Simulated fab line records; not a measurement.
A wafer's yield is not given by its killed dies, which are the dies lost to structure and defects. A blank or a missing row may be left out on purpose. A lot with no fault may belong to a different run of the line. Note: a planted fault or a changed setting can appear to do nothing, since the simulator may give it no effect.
Matching of chambers + flow n5Finfet + N5_BEOL_M6_ETCH_62 on rieDiel-01: 4 sister chambers
The step etches SOC in N2/H2, target depth 110 nm, overetch 22 nm, time 165 s. 14 wafers are shown with their chamber, then 7 later ones without.

## EACH WAFER AND ITS CHAMBER
| wafer  | chamber | showerheadPlenumPTorr (Torr) | drypumpMotorCurrentA (A) | throttleValvePct (%) |
|--------|---------|------------------------------|--------------------------|----------------------|
| L078.3 | 2       | 2.56                         | 5.6                      | 17.98                |
| L078.5 | 0       | 2.45                         | 6.2                      | 17.70                |
| L078.6 | 1       | 2.70                         | 5.0                      | 17.63                |
| L081.1 | 3       | 2.44                         | 6.2                      | 17.77                |
| L081.3 | 0       | 2.45                         | 6.2                      | 17.70                |
| L081.6 | 1       | 2.70                         | 5.0                      | 17.64                |
| L082.4 | 0       | 2.45                         | 6.2                      | 17.70                |
| L082.5 | 1       | 2.70                         | 5.0                      | 17.63                |
| L082.6 | 3       | 2.44                         | 6.2                      | 17.73                |
| L087.1 | 0       | 2.45                         | 6.2                      | 17.72                |
| L087.4 | 3       | 2.44                         | 6.2                      | 17.77                |
| L087.5 | 0       | 2.45                         | 6.3                      | 17.72                |
| L089.3 | 3       | 2.44                         | 6.2                      | 17.78                |
| L089.4 | 0       | 2.44                         | 6.2                      | 17.75                |

SIGNATURES (averages over the wafers above)
| reading               | chamber 0 | chamber 1 | chamber 2 | chamber 3 | scatter within a chamber |
|-----------------------|-----------|-----------|-----------|-----------|--------------------------|
| showerheadPlenumPTorr | 2.4483    | 2.7000    | 2.5600    | 2.4400    | 0.00289                  |
| drypumpMotorCurrentA  | 6.217     | 5.000     | 5.600     | 6.200     | 0.0289                   |
| throttleValvePct      | 17.7150   | 17.6333   | 17.9800   | 17.7625   | 0.0187                   |
Rule: distance of a wafer from a chamber = root of the sum over the readings of ((wafer's reading minus chamber's mean) / reading's scatter) squared. If the next closest chamber is less than 2 further off than the closest, the wafer can't be placed; otherwise it belongs to the closest. The scatter is the square root of a quotient: the sum, over the shown wafers, of each reading's squared deviation from its chamber's mean, divided by wafers minus chambers.

## WAFERS MISSING THEIR CHAMBER
| wafer  | showerheadPlenumPTorr (Torr) | drypumpMotorCurrentA (A) | throttleValvePct (%) |
|--------|------------------------------|--------------------------|----------------------|
| L089.6 | 2.44                         | 6.3                      | 17.74                |
| L090.2 | 2.69                         | 5.0                      | 17.69                |
| L090.4 | 2.44                         | 6.2                      | 17.74                |
| L090.6 | 2.44                         | 6.2                      | 17.74                |
| L094.3 | 2.55                         | 5.6                      | 18.01                |
| L094.4 | 2.44                         | 6.2                      | 17.76                |
| L094.5 | 2.43                         | 6.2                      | 17.79                |

## EACH ONE'S CHAMBER
| wafer  | from the rows above     | in truth                   |
|--------|-------------------------|----------------------------|
| L089.6 | can't be placed: 3 or 0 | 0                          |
| L090.2 | 1                       | 1                          |
| L090.4 | 3                       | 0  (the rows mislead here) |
| L090.6 | 3                       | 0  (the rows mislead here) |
| L094.3 | 2                       | 2                          |
| L094.4 | 3                       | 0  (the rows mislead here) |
| L094.5 | 3                       | 3                          |
Correctly placed: 3 of 7. From these rows, 1 cannot be placed; in 1 the true chamber is one of the candidates. Wrongly placed: 3.
